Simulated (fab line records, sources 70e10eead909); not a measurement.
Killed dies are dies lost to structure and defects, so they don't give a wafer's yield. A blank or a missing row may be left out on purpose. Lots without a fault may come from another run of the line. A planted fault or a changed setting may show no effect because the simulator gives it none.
A struck lot beside a sound one | flow nand_harc | 14 steps out of a route of 1302
Sound: wafers L125.2, L125.3, L125.5. Struck: wafers L123.4, L123.5, L123.6. The cause comes at the end.
At each step with rows: each side's tool, then ch and its chambers, then its first start. Under that, the readings that differ: sound wafers | struck wafers | difference of the means | sigmas: that difference in standard deviations of wafers without a fault.
alike: readings whose means differ by less than 2 such deviations, and words and numbers that are the same on both sides. not compared: withheld readings, readings that some wafer has no value for, bounds like >300 that may hide the same value, and numbers for which the record gives no deviation and whose values overlap.
The two part at a step that has a row with sigmas, a row that says differs or no value, or rows on one side only. Numbers that don't overlap but have no deviation are shown without sigmas and don't part them. A reading that every wafer of one side lacks parts them only if that side has two wafers or more.

first, 5 steps without rows for these wafers: NHARC_A_CHANNEL_HOLE_D1_SOFTBAKE_05 (time 55 s); NHARC_A_CHANNEL_HOLE_D1_EBR_06; NHARC_A_CHANNEL_HOLE_D1_EXPOSE_07 (exposes mask HOLE D1, target cd 100 nm); NHARC_A_CHANNEL_HOLE_D1_PEB_08 (peb time 65 s); NHARC_A_CHANNEL_HOLE_D1_DEVELOP_09 (develop time 35 s).
NHARC_A_CHANNEL_HOLE_D1_CD_MEAS_10: target cd 100 nm.
  sound on cd_sem-03 ch 0, day 16 21:53; struck on cd_sem-01 ch 0, day 15 23:09
  alike: cd_nm
NHARC_A_CHANNEL_HOLE_D1_OVL_MEAS_11:
  sound on overlay-01, day 16 21:58; struck on overlay-01, day 15 23:14
  alike: overlay_x_nm, overlay_y_nm
NHARC_A_CHANNEL_HOLE_D1_INSPECT_12:
  sound on defect_inspect-02, day 16 22:00; struck on defect_inspect-02, day 15 23:16
  alike: raw_defect_count
NHARC_A_CHANNEL_HOLE_D1_DESCUM_15: chemistry O2, time 3 s.
  sound on rie_diel-11 ch 1,2,3, day 16 22:04; struck on rie_diel-11 ch 1,2,3, day 15 23:21
  alike: drypump_motor_current_A, oes_product_au, rf_vpp_V, showerhead_plenum_p_Torr, throttle_valve_pct
  not compared: rf_hours_counter_h
NHARC_A_CHANNEL_HOLE_D1_ETCH_38: etches the open film in CF4, target depth 39 nm, time 65 s.
  sound on rie_diel-11 ch 1,2, day 16 22:09; struck on rie_diel-11 ch 1,2, day 15 23:25
  alike: bias_w, cf4_flow_sccm, drypump_motor_current_A, oes_product_au, rf_vpp_V, showerhead_plenum_p_Torr, throttle_valve_pct
  not compared: rf_hours_counter_h
NHARC_A_CHANNEL_HOLE_D1_ETCH_39: etches the open film in N2/H2, target depth 260 nm, time 325 s.
  sound on rie_diel-11 ch 0,1; struck on rie_diel-11 ch 0,2,3
  alike: bias_w, chamber_pressure_mTorr, drypump_motor_current_A, n2_flow_sccm, oes_product_au, rf_vpp_V, showerhead_plenum_p_Torr, throttle_valve_pct
  not compared: rf_hours_counter_h
NHARC_A_CHANNEL_HOLE_D1_ETCH_34: etches the open film in CF4/CHF3, target depth 154 nm, time 77 s.
  sound on rie_diel-11 ch 0,1,2; struck on rie_diel-11 ch 1,2
  reading               | sound             | struck            | difference | sigmas
  oes_product_au (a.u.) | 0.960 0.980 0.956 | 0.921 0.915 0.918 | -0.047     | -2
  alike: bias_w, cf4_flow_sccm, drypump_motor_current_A, rf_vpp_V, showerhead_plenum_p_Torr, throttle_valve_pct
  not compared: rf_hours_counter_h
NHARC_A_CHANNEL_HOLE_D1_ETCH_16: etches the open film in O2/COS, target depth 3100 nm, time 806 s.
  sound on rie_diel-11 ch 2,3, day 16 22:35; struck on rie_diel-11 ch 0,3, day 15 23:55
  no value came back on the struck wafers for any of 7 readings (bias_w (W), chamber_pressure_mTorr (mTorr) and others); on the sound wafers bias_w (W) reads 299.6 300.9 298.7
  not compared: rf_hours_counter_h
NHARC_A_CHANNEL_HOLE_D1_CD_MEAS_18:
  sound on cd_sem-01, day 16 23:10; struck on cd_sem-01, day 16 00:27
  alike: cd_nm

WHERE THEY PART
First at NHARC_A_CHANNEL_HOLE_D1_ETCH_34; last, within this record, at NHARC_A_CHANNEL_HOLE_D1_ETCH_16. Later steps at which nothing parts them and some readings are alike: NHARC_A_CHANNEL_HOLE_D1_CD_MEAS_18.

WHY: what the simulator had put in
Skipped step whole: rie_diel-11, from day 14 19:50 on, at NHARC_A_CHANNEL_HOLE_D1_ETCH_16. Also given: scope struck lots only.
